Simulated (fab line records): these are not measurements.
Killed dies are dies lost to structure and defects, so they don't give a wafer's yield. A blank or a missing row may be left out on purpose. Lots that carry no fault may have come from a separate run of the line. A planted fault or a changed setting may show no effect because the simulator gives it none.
Chamber matching    flow nand-harc    NHARC_A_CHANNEL_FILL_D2_ETCHBACK_20 on rie-diel-12 has 4 sister chambers
The step etches the open film in C4F8/O2/Ar, target depth 27 nm, time 13.5 s. 4 wafers are shown with their chamber, then 7 later ones without.

== EACH WAFER AND ITS CHAMBER ==
wafer   chamber  rf-vpp-V (V)
L914.3  0        972
L915.3  3        976
L916.4  1        980
L916.5  2        978

== WAFERS MISSING THEIR CHAMBER ==
wafer   rf-vpp-V (V)
L916.6  982
L917.1  979
L917.2  972
L917.4  977
L918.3  984
L918.4  972
L918.5  975

== CHAMBER TAKEN BY EACH ==
wafer   from the rows above           in truth
L916.6  can't be placed: 1 or 2       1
L917.1  can't be placed: 1 or 2 or 3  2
L917.2  0                             0
L917.4  can't be placed: 2 or 3 or 1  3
L918.3  can't be placed: 1 or 2       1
L918.4  0                             0
L918.5  can't be placed: 3 or 0 or 2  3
Correct placement for 2 of the 7. Can't be placed from these rows: 5 (the true chamber is among the candidates in 5). Wrongly placed: 0.
How it was worked out, from the rows above alone: a wafer's distance from a chamber is the root of the sum, over the readings, of the square of ((its reading less the chamber's mean) divided by the reading's scatter). If the next closest chamber is less than 2 further off than the closest, the wafer can't be placed; otherwise it belongs to the closest. Each chamber's mean is taken over the wafers shown for it. The scatter (one wafer shown for each chamber): square how far every hidden wafer sits from the nearest shown wafer, average those squares and take the square root.
